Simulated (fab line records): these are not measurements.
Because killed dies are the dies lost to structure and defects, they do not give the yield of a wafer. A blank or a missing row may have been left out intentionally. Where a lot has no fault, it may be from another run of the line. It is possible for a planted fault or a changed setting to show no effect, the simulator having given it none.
A struck lot beside a sound one | flow nand harc | 14 out of 1302 route steps
Sound: these wafers, L953.2, L953.4, L953.5. Struck: wafers L945.3, L945.5, L945.6. The cause is named last.
For every step that has rows: the tool of each side, followed by ch and its chambers, followed by its first start. Under that, the readings that differ: sound wafers | struck wafers | difference of the means | sigmas: that difference in standard deviations of wafers without a fault.
alike: a reading whose means differ by less than 2 such deviations, as well as words and numbers matching on both sides. not compared: withheld readings; readings where some wafer has no value; bounds like >300 that might hide an equal value; numbers whose values overlap and for which the record gives no deviation.
Wherever a step has rows on one side only, a row that says differs or no value, or a row with sigmas, the two part there. Numbers that have no deviation but don't overlap get no sigmas and don't part them. A reading that every wafer of one side lacks parts them only if that side has two wafers or more.

first, 5 steps without rows for these wafers: NHARC_A_STAIRCASE_EBR_213; NHARC_A_STAIRCASE_EXPOSE_214 (exposes mask STAIR 3); NHARC_A_STAIRCASE_PEB_215 (peb time 130 s); NHARC_A_STAIRCASE_DEVELOP_216 (time 140 s); NHARC_A_STAIRCASE_HARDBAKE_218 (time 140 s).
NHARC_A_STAIRCASE_DESCUM_219: chemistry O2, time 3 s.
  sound on rie diel-01 ch 0,2,3, day 23 19:48; struck on rie diel-01 ch 0,1,2, day 20 05:52
  alike: drypump motor current A, oes product au, rf vpp V, showerhead plenum p Torr, throttle valve pct
  not compared: rf hours counter h
NHARC_A_STAIRCASE_TRIM_220: chemistry O2, time 211.2 s.
  sound on rie diel-01 ch 1,2,3, day 23 19:53; struck on rie diel-01 ch 0,1,2, day 20 06:04
  alike: drypump motor current A, oes product au, rf vpp V, showerhead plenum p Torr, throttle valve pct
  not compared: rf hours counter h
NHARC_A_STAIRCASE_ETCH_221: etches the open film in C4F8/O2, target depth 100 nm, time 40.5 s.
  sound on rie diel-01 ch 1,3; struck on rie diel-01 ch 2,3
  alike: bias w, chamber pressure mTorr, oes product au, rf vpp V
  not compared: rf hours counter h
NHARC_A_STAIRCASE_TRIM_222: chemistry O2, time 211.2 s.
  sound on rie diel-01 ch 2,3; struck on rie diel-01 ch 0,3
  alike: drypump motor current A, oes product au, rf vpp V, showerhead plenum p Torr, throttle valve pct
  not compared: rf hours counter h
NHARC_A_STAIRCASE_ETCH_223: etches the open film in C4F8/O2, target depth 100 nm, time 40.5 s.
  sound on rie diel-01 ch 2,3; struck on rie diel-01 ch 0,2,3
  alike: bias w, chamber pressure mTorr, oes product au, rf vpp V
  not compared: rf hours counter h
then, 1 step without rows for these wafers: NHARC_A_STAIRCASE_TRIM_224 (chemistry O2, time 211.2 s).
NHARC_A_STAIRCASE_ETCH_225: etches the open film in C4F8/O2, target depth 100 nm, time 40.5 s.
  sound on rie diel-01 ch 0,2,3, day 23 20:30; struck on rie diel-01 ch 0,2,3, day 20 06:44
  no value came back on the struck wafers for bias w (W), chamber pressure mTorr (mTorr), oes product au (a.u.), rf vpp V (V); on the sound wafers bias w (W) reads 1004.5 1003.6 998.7
  not compared: rf hours counter h
then, 1 step without rows for these wafers: NHARC_A_STAIRCASE_TRIM_226 (chemistry O2, time 211.2 s).
-- record jumps: 9 days between struck wafers' starts before vs after; left off in module A_STAIRCASE, resumes in module END, first step shown is number 1302 of the route --
NHARC_END_SORT_01:
  at this point the record logs the struck wafers (prober-02 ch 0, day 28 22:28) and has no rows for the sound ones

WHERE THEY PART
Earliest at NHARC_A_STAIRCASE_ETCH_225; latest, in this record, at NHARC_END_SORT_01.

WHY: the cause the simulator had injected
Entire step skipped (rie diel-01, NHARC_A_STAIRCASE_ETCH_225), from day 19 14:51 onward. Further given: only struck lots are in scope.
